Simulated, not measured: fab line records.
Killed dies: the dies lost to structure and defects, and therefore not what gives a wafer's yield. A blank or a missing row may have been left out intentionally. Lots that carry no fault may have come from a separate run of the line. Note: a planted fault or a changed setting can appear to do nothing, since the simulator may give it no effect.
A lot that was struck, set against a sound lot ; flow n5 finfet ; 16 out of 1938 route steps
Sound: wafers L161.3, L161.4, L161.6. Wafers struck: L169.2, L169.5, L169.6. The cause is given at the end.
For every step that has rows: the tool of each side, followed by ch and its chambers, followed by its first start. Under that, the readings that differ: sound wafers ; struck wafers ; difference of the means ; sigmas: that difference in standard deviations of wafers without a fault.
alike: readings with means less than 2 such deviations apart, plus words and numbers identical on both sides. not compared: withheld readings, readings lacking a value on some wafer, bounds such as >300 that could conceal the same value, and numbers that have no deviation in the record and whose values overlap.
The two part at a step that has a row with sigmas, a row that says differs or no value, or rows on one side only. When numbers do not overlap yet have no deviation, they are printed without sigmas and do not part them. A reading missing from all wafers of one side parts the sides only when that side holds two or more wafers.

first, 7 steps without rows for these wafers: N5_HKMG_FIN_COAT_30 (time 60 s, resist thk 35 nm); N5_HKMG_FIN_COAT_06 (resist thk 90 nm); N5_HKMG_FIN_EBR_08; N5_HKMG_FIN_SOFTBAKE_07 (time 60 s); N5_HKMG_FIN_EXPOSE_09 (exposes mask NWFM); N5_HKMG_FIN_PEB_10 (peb time 60 s); N5_HKMG_FIN_DEVELOP_11 (develop time 30 s).
N5_HKMG_FIN_CD_MEAS_12 targets a cd of 92.8 nm.
  sound on cd sem-03 ch 0, day 6 05:01; struck on cd sem-03 ch 0, day 8 10:36
  alike: cd nm
N5_HKMG_FIN_OVL_MEAS_13:
  sound on overlay-01 ch 0, day 6 05:02; struck on overlay-02 ch 0, day 8 10:38
  alike: NWFM_OVL
N5_HKMG_FIN_INSPECT_14: inspects for defects (macro).
  struck on defect inspect-02, day 8 10:39; sound on defect inspect-02, day 6 05:04
  alike: raw defect count
N5_HKMG_FIN_DESCUM_17: chemistry O2, time 7.9 s.
  sound on rie diel-02 ch 0,1,3, day 6 05:25; struck on rie diel-02 ch 1,2, day 8 10:41
  alike: drypump motor current A, o2 flow sccm, oes product au, rf vpp V, showerhead plenum p Torr, temp c, throttle valve pct
  not compared: rf hours counter h
N5_HKMG_FIN_ETCH_31: etches SiARC in CF4, target depth 45.5 nm, time 75.8 s.
  sound on rie diel-02 ch 0,1,3, day 6 05:28; struck on rie diel-02 ch 1,2, day 8 10:43
  alike: drypump motor current A, etch rf on time s, oes product au, rf vpp V, showerhead plenum p Torr, throttle valve pct
  not compared: rf hours counter h
N5_HKMG_FIN_ETCH_32: etches SOC in N2/H2, target depth 240 nm, time 300 s.
  sound on rie diel-02 ch 0,1,3, day 6 05:31; struck on rie diel-02 ch 1,2, day 8 10:47
reading;sound;struck;difference;sigmas
h2 flow sccm (sccm);199.3 200.7 200.4;219.4 220.2 221.0;+20.1;+33
throttle valve pct (%);17.83 17.80 17.97;18.48 18.48 18.34;+0.57;+2
  alike: drypump motor current A, oes product au, rf vpp V, showerhead plenum p Torr, temp c
  not compared: rf hours counter h
then, 1 step without rows for these wafers: N5_HKMG_FIN_STRIP_33 (strips in N2/H2).
-- a jump in the record: the struck wafers' starts before and after are 4 days apart (it breaks off in module HKMG_FIN and resumes in module BEOL_M4, where the first step shown is number 1111 of the route) --
N5_BEOL_M4_RC_MEAS_101:
  sound on prober-01 ch 0, day 10 04:33; struck on prober-02 ch 0, day 12 12:37
reading;sound;struck;difference;sigmas
VT_N (mV);246 246 249;253 256 254;+7;+2
  alike: DIBL_N, DIBL_P, IOFF_N, IOFF_P, ION_N, ION_P, SS_N, SS_P, VT_P
-- the record jumps here: 4 days lie between the struck wafers' starts before and after (it left off in module BEOL_M4 and takes up again in module PASSIVATION, whose first step shown is number 1936 of the route) --
N5_PASSIVATION_PROBE_49:
  struck on prober-01, day 16 16:37; sound on prober-01, day 14 16:43
  alike: defect limited yield, killed_at_M0_to_M3, killed_at_M4_up, killed at contacts, killed at front end, killed at other, killed dies, killed open, killed short, sort_bin_5_function, sort_bin_6_memory, sort n pass, sort yield pct

WHERE THEY PART
Earliest at N5_HKMG_FIN_ETCH_32; latest, in this record, at N5_BEOL_M4_RC_MEAS_101. Later steps at which nothing parts them and some readings are alike: N5_PASSIVATION_PROBE_49.

WHY: what the simulator had put in
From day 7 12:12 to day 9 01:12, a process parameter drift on rie diel-02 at N5_HKMG_FIN_ETCH_32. Setting h2 flow sccm shifted by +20 from 200. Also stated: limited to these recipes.
